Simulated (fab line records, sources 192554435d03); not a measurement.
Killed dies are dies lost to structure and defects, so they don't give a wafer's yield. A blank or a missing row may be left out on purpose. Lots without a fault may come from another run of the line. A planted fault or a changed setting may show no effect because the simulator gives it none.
fab line records | flow n5_finfet
record lots=8 wafers=24 last_day=20
route steps=1938 shown MOL_CONTACT_COAG@627 BEOL_M0_SAQP@636 BEOL_M0_CUTY@710 BEOL_M4@1111 PASSIVATION@1936
lots that met no fault: from a run of the same line without faults
start_h: hours from the record's first day to the start of the lot's first wafer shown | wait_h: hours since the lot's step before | " the same as in the row above | L1.1+2: a row that stands for several wafers | - no value, or no start given | * or withheld: withheld | < > ~ a bound
route shown NAME@n: a module of which the file shows steps, and the number in the route of the first | usual: mean/standard deviation of fault-free wafers | same: alike in all rows | chamber/n: place in a boat | sites: the reading at each site | _std_site: their standard deviation | _edge_site: outer sites' mean less inner sites' | radius_mm: how far each site lies from the wafer's centre | mask NAME#n: copy n | behind: the tool/chamber that last shaped the wafer | hold: why the lot was held/for how many hours/how that ended | device: the transistor (n, p or np) that didn't switch | end of line: the same wafers' tests at the end of the route | a step without rows: its recipe alone | killed: dies lost to structure and defects at the first sort, not the wafer's yield | map: a wafer's dies, x killed, . not, _ none there
set.NAME: the setting as run; set.NAME@STEP: as run at that earlier step | model.NAME: the simulator's own value behind a step, which no gauge read
steps of the route over a sample of lots; a table a step, a row a wafer
services: from which hour (start_h, from the record's first day; less than 0 if before it) a tool's chamber was out of use, for how many hours, and why
## steps
# step N5_MOL_CONTACT_COAG_CMP_52
# recipe stop_on=SiO2 t_overpolish_s=1.5 post_cmp_clean=w_dilute_nh4oh down_force_psi=4 platen_rpm=50.289 pad_velocity_m_s=1.0006 target_thk_nm=66.5
# usual motor_current_A=12.5/1.7 overpolish_run_s=1.501/0.0093 pad_life_wafers=1126/580 time_to_endpoint_s=13.3/1.9
# columns lot.wafer tool chamber start_h wait_h motor_current_A overpolish_run_s pad_life_wafers time_to_endpoint_s
L449.3 cmp-02 0 135.21 0.1 11.7 1.508 512 12.8
L449.6 " 2 " " 11.9 1.494 - 13.6
L449.5 " 3 " " 11.3 1.500 - 13.4
L450.3 cmp-02 0 143.73 0.1 12.0 1.503 589 11.0
L450.1 " 1 " " 11.8 1.492 590 8.4
L450.6 " 3 " " 10.8 1.490 - 11.9
L454.2 cmp-02 2 214.80 0.0 11.9 1.507 906 9.8
L454.3 " 1 " " 11.5 1.494 909 8.9
L454.6 " 2 " " 12.4 1.516 - 10.8
L458.4 cmp-01 3 222.84 0.1 10.7 1.507 1686 15.1
L458.2 " 2 " " 13.3 1.490 1689 12.3
L458.5 " 3 " " 10.6 1.506 - 14.5
L459.4 cmp-01 2 223.07 0.2 12.5 1.507 1692 13.7
L459.1 " 0 " " 11.0 1.503 1694 15.0
L459.5 " 3 " " 11.3 1.503 - 14.6
L461.1 cmp-02 3 237.08 0.1 11.2 1.475 1153 15.3
L461.2 " 1 " " 12.2 1.502 1155 13.5
L461.5 " 2 " " 11.4 1.493 - 14.5
L465.2 cmp-01 2 279.66 0.1 12.5 1.506 72 14.2
L465.1 " 3 " " 10.7 1.489 73 11.4
L465.3 " 1 " " 13.6 1.480 75 10.2
L466.4 cmp-01 3 280.50 0.2 11.6 1.497 92 14.1
L466.5 " 1 " " 13.3 1.501 - 13.5
L466.6 " 2 " " 12.8 1.497 - 15.6
# step N5_BEOL_M0_SAQP_PECVD_96
# recipe material=a-Si target_thk_a=450 temp_c=350 precursor=SiH4/He pressure_torr=3 rf_w=100 time_s=45.2
# usual heater_power_w=628/63 showerhead_plenum_p_Torr=5.70/0.076 throttle_valve_pct=18.2/0.99
# columns lot.wafer tool chamber start_h wait_h heater_power_w showerhead_plenum_p_Torr since_wet_clean_h throttle_valve_pct
L449.3 pecvd-03 0 140.38 0.0 645 5.69 663 18.5
L449.5 " 2 " " 614 5.61 - 18.4
L449.6 " 1 " " 723 5.59 - 18.6
L450.1 pecvd-03 0 148.46 0.0 685 5.68 671 18.3
L450.3 " 0 " " 673 5.67 - 18.6
L450.6 " 0 " " 698 5.68 - 18.8
L454.2 pecvd-04 2 221.94 0.0 628 5.72 353 17.1
L454.3 " 2 " " 611 5.74 - 17.5
L454.6 " 2 " " 615 5.73 - 17.3
L458.2 pecvd-03 2 252.64 0.0 641 5.60 21 16.4
L458.4 " 0 " " 685 5.70 - 18.4
L458.5 " 2 " " 651 5.61 - 16.5
L459.1 pecvd-02 0 252.70 0.0 511 5.78 957 17.7
L459.4 " 2 " " 638 5.59 - 17.0
L459.5 " 1 " " 558 5.68 - 18.2
L461.1 pecvd-03 2 252.82 0.0 679 5.60 21 16.6
L461.2 " 0 " " 637 5.69 775 18.6
L461.5 " 1 " " 736 5.59 - 18.6
L465.1 pecvd-04 0 283.88 0.0 542 5.83 1169 18.2
L465.2 " 2 " " 681 5.74 415 17.3
L465.3 " 1 " " 690 5.69 1894 20.1
L466.4 pecvd-02 2 287.19 0.0 654 5.63 - 16.9
L466.5 " 0 " " 495 5.79 - 17.9
L466.6 " 1 " " 534 5.67 - 18.0
# step N5_BEOL_M0_SAQP_HM_DEP_111
# recipe material=SiO2 target_thk_a=120 temp_c=400 precursor=SiH4/N2O pressure_torr=0.75 rf_w=275 time_s=7.2
# usual heater_power_w=791/87 showerhead_plenum_p_Torr=8.21/0.2
# columns lot.wafer tool chamber start_h wait_h heater_power_w showerhead_plenum_p_Torr since_wet_clean_h
L449.3 pecvd-03 2 140.60 0.0 812 7.98 2113
L449.5 " 1 " " 890 7.94 -
L449.6 " 0 " " 866 8.20 -
L450.1 pecvd-04 1 148.75 0.0 799 8.22 1759
L450.3 " 0 " " 682 8.60 1034
L450.6 " 0 " " 694 8.55 -
L454.2 pecvd-04 0 222.23 0.0 757 8.59 1107
L454.3 " 0 " " 769 8.59 -
L454.6 " 0 " " 768 8.57 -
L458.2 pecvd-02 0 252.90 0.1 645 8.48 957
L458.4 " 0 " " 651 8.49 -
L458.5 " 2 " " 685 8.05 -
L459.1 pecvd-02 2 252.95 0.1 742 8.01 189
L459.4 " 2 " " 724 8.04 -
L459.5 " 0 " " 646 8.47 -
L461.1 pecvd-03 0 253.04 0.0 850 8.19 776
L461.2 " 1 " " 896 7.94 1501
L461.5 " 1 " " 896 7.94 -
L465.1 pecvd-03 1 284.09 0.0 927 7.93 1532
L465.2 " 2 " " 796 7.97 53
L465.3 " 0 " " 861 8.20 807
L466.4 pecvd-04 0 287.42 0.1 699 8.59 -
L466.5 " 2 " " 869 8.30 -
L466.6 " 1 " " 825 8.24 -
# step N5_BEOL_M0_SAQP_INSPECT_16
# recipe mode=adi inspect_instrument=brightfield
# usual raw_defect_count=519/130
# columns lot.wafer tool chamber start_h wait_h raw_defect_count
L449.3 defect_inspect-01 - 141.10 0.0 317
L449.5 " - " " 270
L449.6 " - " " 530
L450.1 defect_inspect-02 - 149.25 0.0 412
L450.3 " - " " 364
L450.6 " - " " 425
L454.2 defect_inspect-01 - 222.75 0.0 801
L454.3 " - " " 661
L454.6 " - " " 449
L458.2 defect_inspect-01 - 253.41 0.0 796
L458.4 " - " " 1397
L458.5 " - " " 941
L459.1 defect_inspect-01 - 253.57 0.0 492
L459.4 " - " " 623
L459.5 " - " " 454
L461.1 defect_inspect-01 - 253.64 0.0 347
L461.2 " - " " 1206
L461.5 " - " " 363
L465.1 defect_inspect-02 - 284.59 0.0 499
L465.2 " - " " 554
L465.3 " - " " 484
L466.4 defect_inspect-02 - 287.95 0.0 607
L466.5 " - " " 530
L466.6 " - " " 620
# step N5_BEOL_M0_SAQP_SPACER1_ALD_98
# recipe material=SiO2 target_thk_a=128 temp_c=300 ald_precursor_family=BDEAS ald_co_reactant=O2-plasma pulse_time_s=1 purge_time_s=2 co_reactant_purge_time_s=2 ald_cycles=138 pressure_torr=2
# usual heater_power_w=469/50 precursor_pulse_height_rel=1.000/0.021
# columns lot.wafer tool chamber start_h wait_h heater_power_w precursor_pulse_height_rel since_wet_clean_h
L449.3 ald_sin-01 1 142.71 0.7 462 1.016 42
L449.5 " 3 " " 434 0.979 -
L449.6 " 0 " " 533 0.997 -
L450.1 ald_sin-02 1 150.25 0.3 465 0.998 338
L450.3 " 2 " " 432 0.972 338
L450.6 " 0 " " 446 1.002 -
L454.2 ald_sin-01 2 223.68 0.3 536 1.013 123
L454.3 " 0 " " 535 1.027 123
L454.6 " 1 " " 471 0.981 -
L458.2 ald_sin-03 1 255.35 1.0 466 0.974 247
L458.4 " 0 " " 462 1.012 247
L458.5 " 3 " " 413 0.987 -
L459.1 ald_sin-02 0 256.60 1.8 434 0.975 66
L459.4 " 1 " " 479 1.006 66
L459.5 " 3 " " 459 0.994 -
L461.1 ald_sin-03 2 257.08 1.9 591 0.972 249
L461.2 " 0 " " 474 1.010 249
L461.5 " 0 " " 458 1.012 -
L465.1 ald_sin-02 1 286.83 1.6 481 0.987 96
L465.2 " 0 " " 441 1.003 96
L465.3 " 3 " " 464 0.992 96
L466.4 ald_sin-01 2 290.17 1.3 545 1.004 190
L466.5 " 1 " " 448 1.030 -
L466.6 " 2 " " 541 0.968 -
# step N5_BEOL_M0_SAQP_INSPECT_42
# recipe mode=adi inspect_instrument=brightfield
# usual raw_defect_count=286/82
# columns lot.wafer tool chamber start_h wait_h raw_defect_count
L449.3 defect_inspect-01 - 146.77 0.0 170
L449.5 " - " " 270
L449.6 " - " " 230
L450.1 defect_inspect-02 - 166.84 0.1 290
L450.3 " - " " 341
L450.6 " - " " 266
L454.2 defect_inspect-02 - 230.19 0.1 467
L454.3 " - " " 217
L454.6 " - " " 330
L458.2 defect_inspect-01 - 261.08 0.0 489
L458.4 " - " " 1011
L458.5 " - " " 531
L459.1 defect_inspect-01 - 263.33 0.1 309
L459.4 " - " " 432
L459.5 " - " " 291
L461.1 defect_inspect-01 - 264.18 0.1 216
L461.2 " - " " 970
L461.5 " - " " 160
L465.1 defect_inspect-01 - 291.26 0.1 220
L465.2 " - " " 317
L465.3 " - " " 284
L466.4 defect_inspect-01 - 295.54 0.0 214
L466.5 " - " " 210
L466.6 " - " " 229
# step N5_BEOL_M0_CUTY_INSPECT_59
# recipe mode=adi inspect_instrument=macro
# usual raw_defect_count=2.1/1.5
# columns lot.wafer tool chamber start_h wait_h raw_defect_count
L449.3 defect_inspect-02 - 148.62 0.0 3
L449.5 " - " " 3
L449.6 " - " " 2
L450.1 defect_inspect-01 - 169.35 0.0 0
L450.3 " - " " 0
L450.6 " - " " 0
L454.2 defect_inspect-02 - 231.94 0.0 1
L454.3 " - " " 3
L454.6 " - " " 2
L458.2 defect_inspect-01 - 263.26 0.0 4
L458.4 " - " " >300
L458.5 " - " " 1
L459.1 defect_inspect-01 - 265.24 0.0 1
L459.4 " - " " 2
L459.5 " - " " 3
L461.1 defect_inspect-01 - 266.27 0.0 5
L461.2 " - " " >300
L461.5 " - " " 2
L465.1 defect_inspect-01 - 293.42 0.0 5
L465.2 " - " " 4
L465.3 " - " " 2
L466.4 defect_inspect-01 - 297.02 0.0 0
L466.5 " - " " 3
L466.6 " - " " 0
# step N5_BEOL_M4_RC_MEAS_101
# usual DIBL_N=36.5/1.2 DIBL_P=36.5/1.6 IOFF_N=0.162/0.023 IOFF_P=0.221/0.03 ION_N=678/8 ION_P=466/6.3 SS_N=71.6/0.46 SS_P=73.3/0.57 VT_N=249.2/2.6 VT_P=-249/3.3
# columns lot.wafer tool chamber start_h wait_h DIBL_N[mV/V] DIBL_P[mV/V] IOFF_N[nA/um] IOFF_P[nA/um] ION_N[uA/um] ION_P[uA/um] SS_N[mV/dec] SS_P[mV/dec] VT_N[mV] VT_P[mV]
L450.1 prober-02 0 254.83 0.0 36.9 37.8 0.162 0.189 680 459 71.5 73.0 250.4 -253
L450.3 " 0 " " 36.6 37.4 0.155 0.180 667 454 71.3 74.0 251.2 -254
L450.6 " 0 " " 36.5 37.5 0.156 0.176 682 460 71.9 72.5 250.6 -256
L449.3 prober-01 0 257.31 0.3 35.5 36.4 0.156 0.206 684 467 71.7 72.9 251.6 -251
L449.5 " 0 " " 35.6 35.9 0.150 0.193 678 459 71.8 73.1 252.3 -254
L449.6 " 0 " " 34.5 34.3 0.128 0.184 677 465 71.5 73.3 252.6 -252
L454.2 prober-02 0 287.76 0.2 35.7 35.1 0.158 0.179 681 454 71.3 73.0 252.5 -254
L454.3 " 0 " " 36.7 35.9 0.175 0.192 680 455 71.9 73.6 246.2 -254
L454.6 " 0 " " 36.8 36.9 0.188 0.210 689 463 72.1 73.7 249.9 -250
L458.2 prober-02 0 312.46 0.2 36.4 36.0 0.158 0.192 674 459 72.3 73.2 247.5 -252
L458.4 " 0 " " 35.2 34.9 0.139 0.184 671 460 71.1 73.0 249.5 -252
L458.5 " 0 " " 35.3 34.5 0.131 0.173 667 463 71.5 72.2 254.4 -253
L459.1 prober-02 0 320.28 0.0 35.0 36.7 0.145 0.218 684 475 71.1 73.9 249.7 -248
L459.4 " 0 " " 35.2 35.8 0.135 0.209 681 474 71.5 73.2 251.7 -251
L459.5 " 0 " " 36.1 37.5 0.160 0.250 686 481 71.6 73.1 249.6 -246
L461.1 prober-01 0 323.73 0.0 36.2 38.9 0.194 0.254 695 471 72.0 73.8 247.0 -246
L461.2 " 0 " " 35.3 38.1 0.165 0.232 677 464 72.7 72.7 248.3 -248
L461.5 " 0 " " 34.6 36.3 0.152 0.215 678 465 71.9 73.0 251.2 -247
L465.1 prober-02 0 357.87 0.0 36.5 36.1 0.189 0.268 692 478 71.5 73.4 246.6 -241
L465.2 " 0 " " 34.9 33.7 0.157 0.225 680 474 71.4 72.5 248.0 -245
L465.3 " 0 " " 34.3 34.0 0.154 0.230 686 477 71.4 72.6 248.0 -246
L466.4 prober-02 0 367.87 0.5 38.1 38.1 0.181 0.251 678 468 72.3 74.5 248.3 -249
L466.5 " 0 " " 37.7 36.9 0.170 0.233 691 469 72.2 74.4 249.1 -247
L466.6 " 0 " " 39.2 38.9 0.206 0.258 690 463 72.1 73.9 245.9 -249
# step N5_PASSIVATION_PROBE_49
# usual defect_limited_yield=91.2/1.3 killed_at_M0_to_M3=34/9.2 killed_at_M4_up=14/5 killed_at_contacts=13/6.7 killed_at_front_end=39/12 killed_at_other=4/3.3 killed_dies=104/15 killed_open=68/12 killed_short=34/7.5 sort_bin_5_function=5.2/0.87 sort_bin_6_memory=3.3/0.63 sort_n_pass=1076/15 sort_yield_pct=91.2/1.3
# same gross_dies=1180 killed_at_back_side=0 sort_bin_4_leakage[%]=0 sort_bin_8_speed[%]=0
# columns lot.wafer tool chamber start_h wait_h defect_limited_yield[%] killed_at_M0_to_M3 killed_at_M4_up killed_at_contacts killed_at_front_end killed_at_other killed_dies killed_open killed_short sort_bin_5_function[%] sort_bin_6_memory[%] sort_n_pass sort_yield_pct[%]
L458.2 prober-01 - 420.36 0.1 92.3 42 6 9 32 2 91 54 35 4.2 3.2 1089 92.3
L458.4 prober-01 - 420.46 0.2 81.3 158 15 5 42 1 221 56 36 12.2 3.9 959 81.3
L458.5 prober-01 - 420.51 0.2 91.9 38 15 6 35 2 96 67 29 4.8 3.1 1084 91.9
L461.1 prober-02 - 438.03 0.5 91.8 27 10 7 50 3 97 52 40 4.6 3.0 1083 91.8
L461.2 prober-02 - 438.08 0.5 80.9 157 12 8 42 6 225 63 29 12.0 4.3 955 80.9
L461.5 prober-02 - 438.23 0.7 91.7 23 15 12 36 12 98 58 36 5.5 2.4 1082 91.7
# killed by level:class
L458.2 BEOL_M1:geometric_particle:open=14 BEOL_M0_SAQP:geometric_particle:short=10 FIN_SAQP:geometric_particle:short=8 STI_FIN_REVEAL:geometric_particle:open=8 MOL_CONTACT_COAG:geometric_particle:open=8 BEOL_M0_SAQP:geometric_particle:open=8 STARTING-WAFER:geometric_particle:short=4 BEOL_M2:geometric_particle:open=3
L458.4 BEOL_M0_SAQP:unspecified=128 STI_FIN_REVEAL:geometric_particle:open=9 FIN_SAQP:geometric_particle:open=8 BEOL_M2:geometric_particle:open=8 BEOL_M0_SAQP:geometric_particle:short=7 BEOL_M4:geometric_particle:short=7 DUMMY_GATE:geometric_particle:short=5 BEOL_M1:geometric_particle:open=5
L458.5 BEOL_M0_SAQP:geometric_particle:open=10 BEOL_M4:geometric_particle:open=10 BEOL_M0_SAQP:geometric_particle:short=8 BEOL_M1:geometric_particle:open=8 DUMMY_GATE:geometric_particle:open=7 STI_FIN_REVEAL:geometric_particle:open=6 FIN_SAQP:geometric_particle:short=5 MOL_CONTACT_COAG:geometric_particle:open=5
L461.1 FIN_SAQP:geometric_particle:short=17 FIN_SAQP:geometric_particle:open=11 BEOL_M2:geometric_particle:open=10 DUMMY_GATE:geometric_particle:open=7 MOL_CONTACT_COAG:geometric_particle:open=6 BEOL_M3:geometric_particle:open=4 BEOL_M2:geometric_particle:short=3 STARTING-WAFER:geometric_particle:short=3
L461.2 BEOL_M0_SAQP:unspecified=127 FIN_SAQP:geometric_particle:open=11 FIN_SAQP:geometric_particle:short=10 BEOL_M2:geometric_particle:open=8 MOL_CONTACT_COAG:geometric_particle:open=7 BEOL_M0:geometric_particle:open=7 STI_FIN_REVEAL:geometric_particle:open=5 DUMMY_GATE:geometric_particle:open=4
L461.5 FIN_SAQP:geometric_particle:short=14 MOL_CONTACT_COAG:geometric_particle:open=11 FIN_SAQP:geometric_particle:open=10 BEOL_M0_SAQP:geometric_particle:short=6 BEOL_M4:geometric_particle:open=5 GATE_CUT:geometric_particle:short=4 BEOL_M3:geometric_particle:open=4 BEOL_M5:geometric_particle:open=3
## services
# columns tool chamber start_h hours kind
ald_sin-02 3 111.52 6.2 repair
cmp-01 - 127.61 1.6 repair
pecvd-02 1 133.62 50.0 repair
pecvd-04 0 137.29 5.8 repair
pecvd-03 1 146.92 6.6 repair
pecvd-04 2 151.83 10.6 repair
ald_sin-01 - 153.33 2.8 pm
cmp-02 - 160.77 1.0 repair
ald_sin-02 - 165.33 2.0 repair
pecvd-02 0 169.29 4.4 repair
ald_sin-02 - 176.75 14.0 pm
cmp-01 - 178.10 2.4 repair
ald_sin-01 2 189.24 4.2 repair
ald_sin-03 2 192.27 10.3 repair
cmp-02 - 204.15 0.5 repair
pecvd-02 - 223.04 0.3 repair
cmp-01 - 232.38 5.4 pm
ald_sin-02 0 238.51 2.6 repair
cmp-01 - 243.19 4.5 pm
pecvd-02 - 261.64 0.5 repair
cmp-01 - 265.06 4.0 pm
pecvd-02 - 267.16 1.1 repair
cmp-01 - 274.58 4.7 repair
ald_sin-02 2 281.14 17.2 repair
## key
first_sign step=N5_BEOL_M0_SAQP_INSPECT_16 reading=raw_defect_count direction=up sigmas=5.8 usual=519 struck=1302
effect step=N5_BEOL_M0_SAQP_INSPECT_42 reading=raw_defect_count direction=up sigmas=8.6 usual=286 struck=990
effect step=N5_BEOL_M0_CUTY_INSPECT_59 reading=raw_defect_count direction=up sigmas=99+ usual=2.1 struck=>300
effect step=N5_PASSIVATION_PROBE_49 reading=killed_at_M0_to_M3 direction=up sigmas=13 usual=34 struck=158
more_kills_born_at N5_BEOL_M0_SAQP_PECVD_96@pecvd-03=255
met_at N5_BEOL_M0_SAQP_PECVD_96
struck_lots L458,L461
struck_wafers L458.4,L461.2
not_acting_at N5_MOL_CONTACT_COAG_CMP_52,N5_BEOL_M0_SAQP_HM_DEP_111,N5_BEOL_M0_SAQP_SPACER1_ALD_98
onset_between 148.46 252.64
fault kind=chamber_particle_source tool=pecvd-03 chamber=0 onset_h=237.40 steps=N5_BEOL_M0_SAQP_PECVD_96 rate_per_visit_cm2=1.0223 end_h=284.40
